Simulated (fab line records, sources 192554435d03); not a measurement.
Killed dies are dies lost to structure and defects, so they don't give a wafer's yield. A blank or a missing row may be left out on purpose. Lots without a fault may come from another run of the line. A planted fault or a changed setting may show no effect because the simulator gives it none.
Chamber matching | flow n5_finfet | N5_BEOL_M2_ETCHBACK_99 on rie_diel-04: 4 sister chambers
The step etches SiO2 in CHF3, target depth 5 nm, time 10.4 s. 18 wafers are shown with their chamber, then 9 later ones without.

WAFERS WITH THEIR CHAMBER
wafer  | chamber | throttle_valve_pct (%) | showerhead_plenum_p_Torr (Torr) | drypump_motor_current_A (A)
L074.3 | 1       | 16.89                  | 2.23                            | 5.4
L074.5 | 2       | 17.32                  | 2.13                            | 5.3
L074.6 | 1       | 16.90                  | 2.23                            | 5.5
L077.2 | 1       | 16.91                  | 2.22                            | 5.5
L077.3 | 2       | 17.33                  | 2.12                            | 5.3
L077.4 | 2       | 17.32                  | 2.12                            | 5.3
L078.3 | 2       | 17.32                  | 2.12                            | 5.3
L078.4 | 0       | 16.97                  | 2.27                            | 5.6
L078.6 | 1       | 16.91                  | 2.22                            | 5.5
L082.1 | 3       | 16.67                  | 2.12                            | 6.1
L082.2 | 0       | 16.98                  | 2.27                            | 5.6
L082.3 | 2       | 17.35                  | 2.12                            | 5.3
L082.4 | 3       | 16.67                  | 2.12                            | 6.1
L082.5 | 2       | 17.33                  | 2.12                            | 5.3
L082.6 | 0       | 16.99                  | 2.27                            | 5.6
L083.1 | 3       | 16.67                  | 2.12                            | 6.0
L083.3 | 2       | 17.35                  | 2.12                            | 5.3
L083.6 | 2       | 17.34                  | 2.12                            | 5.3

SIGNATURES (means of the wafers above)
reading                  | chamber 0 | chamber 1 | chamber 2 | chamber 3 | scatter within a chamber
throttle_valve_pct       | 16.9800   | 16.9025   | 17.3325   | 16.6700   | 0.0108
showerhead_plenum_p_Torr | 2.2700    | 2.2250    | 2.1212    | 2.1200    | 0.00366
drypump_motor_current_A  | 5.600     | 5.475     | 5.300     | 6.067     | 0.0318
Rule: a wafer's distance from a chamber is the root of the sum, over the readings, of the square of ((its reading less the chamber's mean) divided by the reading's scatter). The wafer belongs to the nearest chamber; if the next one is less than 2 further off, it can't be placed. The scatter: the root of (the sum of the squares of (reading less its chamber's mean) over the shown wafers, divided by (wafers less chambers)).

WAFERS WITHOUT THEIR CHAMBER
wafer  | throttle_valve_pct (%) | showerhead_plenum_p_Torr (Torr) | drypump_motor_current_A (A)
L089.1 | 17.39                  | 2.11                            | 5.3
L089.3 | 16.71                  | 2.11                            | 6.1
L089.4 | 16.70                  | 2.11                            | 6.1
L092.2 | 16.73                  | 2.11                            | 6.1
L092.4 | 16.90                  | 2.11                            | 5.3
L092.6 | 16.92                  | 2.22                            | 5.4
L094.1 | 16.88                  | 2.11                            | 5.3
L094.2 | 17.03                  | 2.26                            | 5.6
L094.3 | 16.94                  | 2.22                            | 5.4

WHICH CHAMBER EACH WENT THROUGH
wafer  | from the rows above     | in truth
L089.1 | 2                       | 2
L089.3 | 3                       | 3
L089.4 | 3                       | 3
L092.2 | 3                       | 3
L092.4 | can't be placed: 1 or 3 | 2
L092.6 | 1                       | 1
L094.1 | can't be placed: 3 or 1 | 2
L094.2 | 0                       | 0
L094.3 | 1                       | 1
Placed correctly: 7 of 9. Can't be placed from these rows: 2 (the true chamber is among the candidates in 0). Placed wrongly: 0.
